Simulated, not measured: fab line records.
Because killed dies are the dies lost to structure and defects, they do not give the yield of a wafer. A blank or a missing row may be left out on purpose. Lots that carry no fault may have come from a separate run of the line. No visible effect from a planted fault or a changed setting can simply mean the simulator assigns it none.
3 desks looking at one fault :: flow n5-finfet :: numbers are kept per desk, each desk with only its own; the story behind them comes last

THE TOOL OWNER'S DESK: rie-diel-05
The tool's own readings at N5_SD_EPI_P_ETCHBACK_46 (etches SiNx in CH3F/O2, stops on SiO2, target depth 17.5 nm): means of the sampled wafers that have a number, for each lot that ran on this tool. Marked OUT: a lot whose mean sits more than 4 standard deviations from the usual mean, which makes it out of limits; the brackets give that distance.
Columns: A = bias-w at N5_SD_EPI_P_ETCHBACK_46, usual 73.00 W; B = drypump-motor-current-A at N5_SD_EPI_P_ETCHBACK_46, usual 5.9 A; C = oes_ar_750_au at N5_SD_EPI_P_ETCHBACK_46, usual 0.80 a.u.; D = oes-product-au at N5_SD_EPI_P_ETCHBACK_46, usual 0.68 a.u.; E = rf-vpp-V at N5_SD_EPI_P_ETCHBACK_46, usual 295 V; F = showerhead-plenum-p-Torr at N5_SD_EPI_P_ETCHBACK_46, usual 1.99 Torr; G = throttle-valve-pct at N5_SD_EPI_P_ETCHBACK_46, usual 16.28 %
lot: L694
first seen here: day 3 20:01
A: 72.90
B: 5.8
C: 0.80
D: 0.68
E: 295
F: 1.98
G: 16.17

lot: L699
first seen here: day 5 05:23
A: 72.90
B: 6.4
C: 0.90
D: 0.76
E: 294
F: 1.95
G: 16.18

lot: L702
first seen here: day 5 19:05
A: 72.98
B: 5.8
C: 0.78
D: 0.66
E: 296
F: 2.00
G: 16.21

lot: L703
first seen here: day 5 23:20
A: 72.97
B: 6.0
C: 0.86
D: 0.75
E: 289
F: 1.95
G: 16.21

lot: L713
first seen here: day 8 12:55
A: 73.23
B: 6.1
C: 0.77
D: 0.66
E: 297
F: 1.97
G: 16.22
This desk's finding: nothing out of limits on any of the 5 lots.

THE DEFECT DESK
For each lot, the counts of the inspections along the route, averaged over the sampled wafers that have a number. Marked OUT: a lot whose mean sits more than 4 standard deviations from the usual mean, which makes it out of limits; the brackets give that distance.
Columns: A = raw-defect-count at N5_SD_EPI_P_INSPECT_11, usual 2.1
lot: L694
first seen here: day 3 19:34
A: 2.7

lot: L696
first seen here: day 4 08:23
A: 0.7

lot: L699
first seen here: day 5 04:56
A: 0.5

lot: L702
first seen here: day 5 18:34
A: 3.0

lot: L703
first seen here: day 5 22:53
A: 3.5

lot: L713
first seen here: day 8 12:28
A: 1.7

lot: L715
first seen here: day 8 23:23
A: 2.3
This desk's finding: nothing out of limits on any of the 7 lots.

METROLOGY DESK
Means of the sampled wafers that have a number, per lot and without regard to the tool the lot ran on: this is what the gauges read. Marked OUT: a lot whose mean sits more than 4 standard deviations from the usual mean, which makes it out of limits; the brackets give that distance. Only the readings that lie furthest out on some lot appear, 7 of the 12 it has.
Columns: A = DIBL_N at N5_BEOL_M4_RC_MEAS_101, usual 36.0 mV/V; B = DIBL_P at N5_BEOL_M4_RC_MEAS_101, usual 36.0 mV/V; C = IOFF_N at N5_BEOL_M4_RC_MEAS_101, usual 0.156 nA/um; D = ION_N at N5_BEOL_M4_RC_MEAS_101, usual 673 uA/um; E = ION_P at N5_BEOL_M4_RC_MEAS_101, usual 463 uA/um; F = SS_P at N5_BEOL_M4_RC_MEAS_101, usual 73.3 mV/dec; G = VT_N at N5_BEOL_M4_RC_MEAS_101, usual 250 mV
lot: L694
first seen here: day 3 19:31
A: 33.8
B: 34.6
C: 0.133
D: 677
E: 458
F: 72.9
G: 252

lot: L696
first seen here: day 4 08:20
A: 35.7
B: 37.1
C: 0.147
D: 670
E: 467
F: 73.1
G: 252

lot: L699
first seen here: day 5 04:53
A: 36.7
B: 35.1
C: 0.151
D: 672
E: 457
F: 73.0
G: 252

lot: L702
first seen here: day 5 18:31
A: 32.6
B: 32.1
C: 0.115
D: 660
E: 458
F: 72.3
G: 254

lot: L703
first seen here: day 5 22:49
A: 37.5
B: 36.8
C: 0.197
D: 693
E: 478
F: 73.9
G: 245

lot: L713
first seen here: day 8 12:25
A: 35.6
B: 36.4
C: 0.159
D: 666
E: 462
F: 73.4
G: 248

lot: L715
first seen here: day 8 23:20
A: 37.4
B: 38.6
C: 0.190
D: 697
E: 472
F: 73.9
G: 247
This desk's finding: nothing out of limits on any of the 7 lots.

ALL TOGETHER
Nothing out of limits was seen by the tool owner's desk.
Nothing the defect desk looked at was out of limits.
The metrology desk saw nothing out of limits.

WHAT THE SIMULATOR PUT IN
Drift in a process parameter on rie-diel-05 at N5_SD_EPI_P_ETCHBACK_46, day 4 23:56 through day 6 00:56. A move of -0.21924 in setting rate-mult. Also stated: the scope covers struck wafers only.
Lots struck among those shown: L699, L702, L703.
